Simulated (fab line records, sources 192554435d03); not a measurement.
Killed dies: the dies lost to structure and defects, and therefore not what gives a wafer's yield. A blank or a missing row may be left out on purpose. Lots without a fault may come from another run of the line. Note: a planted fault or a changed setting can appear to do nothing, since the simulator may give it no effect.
The tool behind it: which one? ; flow n5 finfet ; 10 lots with 29 wafers sampled at 3 steps, on a route of 1938 steps

WHAT THE GAUGES SHOWED, per wafer
N5_BEOL_M5_CD_MEAS_28: target cd 30.6 nm, target cd y 20 nm.
lot;measured;on;cd nm (nm)
L380;day 8 23:48;cd sem-03;30.47 30.88 30.87
L381;day 9 03:41;cd sem-01;31.09 30.77 30.52
L379;day 9 06:19;cd sem-03;30.59 30.46 30.50
L382;day 9 14:22;cd sem-03;33.30 33.39
L378;day 10 02:25;cd sem-03;30.60 30.49 31.06
L385;day 10 06:15;cd sem-01;33.23 33.07 33.31
L393;day 13 00:26;cd sem-01;30.71 30.79 30.52
L395;day 13 06:34;cd sem-01;30.44 30.39 29.91
L399;day 14 12:07;cd sem-01;30.51 30.86 30.17
L401;day 14 17:46;cd sem-01;30.44 30.63 30.60

WHAT TOOL EACH LOT RAN ON (gives the tool, then ch and the chambers of the sampled wafers, and finally the start)
lot;N5_BEOL_M5_ETCH_61;N5_BEOL_M5_EXPOSE_25
L380;rie diel-02 ch 0,2,3, day 8 22:54;euv scanner-02 ch 0, day 8 23:40
L381;rie diel-06 ch 0,3, day 9 01:45;euv scanner-01 ch 0, day 9 03:33
L379;rie diel-04 ch 0,1,3, day 9 05:22;euv scanner-02 ch 0, day 9 06:11
L382;rie diel-02 ch 0,2, day 9 12:18;euv scanner-02 ch 0, day 9 14:14
L378;rie diel-06 ch 2,3, day 10 00:09;euv scanner-01 ch 0, day 10 02:16
L385;rie diel-04 ch 1,3, day 10 03:47;euv scanner-02 ch 0, day 10 06:07
L393;rie diel-04 ch 0,1,2, day 12 22:05;euv scanner-01 ch 0, day 13 00:19
L395;rie diel-02 ch 0,1,3, day 13 01:35;euv scanner-01 ch 0, day 13 06:26
L399;rie diel-02 ch 0,1,2, day 14 09:54;euv scanner-01 ch 0, day 14 11:59
L401;rie diel-02 ch 1,2,3, day 14 16:02;euv scanner-01 ch 0, day 14 17:38
- N5_BEOL_M5_ETCH_61: etches SiARC in CF4, target depth 15.6 nm, time 26 s.
- N5_BEOL_M5_EXPOSE_25: exposes mask V4, defocus 10 nm.

THE ANSWER, worked out from the rows above alone
Rule: the lots themselves supply what counts as usual. Put in order of their means at a reading, lots are off if they are a third of the lots or fewer, leave a main group of 4 or more, and stand apart from it by a gap of 3 or more times the standard deviation of the main group's means; of several such gaps the widest counts. A main group whose means are all the same, to the digits that the tables above print for the reading, isn't used. A lot without any number at a reading at which 4 lots or more have one is off too. Any other lot the step has rows for is counted as sound.
Off: L382, L385 (N5_BEOL_M5_CD_MEAS_28, cd nm). Main group: mean 30.59 nm, sd 0.16.
A tool fits if, at a process step before that reading, it ran every lot that is off, and no sound lot after the first of them. The gauges at N5_BEOL_M5_CD_MEAS_28 are tried like those tools. One fits: N5_BEOL_M5_EXPOSE_25 on euv scanner-02. Its last sound lot is L379 (day 9 06:11), its first lot that is off L382 (day 9 14:14): a fault that began between those two fits.

WHAT THE SIMULATOR HAD INSERTED
Process parameters drifting: euv scanner-02 at N5_BEOL_M5_EXPOSE_25, beginning at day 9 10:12. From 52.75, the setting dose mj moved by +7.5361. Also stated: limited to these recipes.
Struck lots among those shown: L382, L385. The rule above reached the same finding.
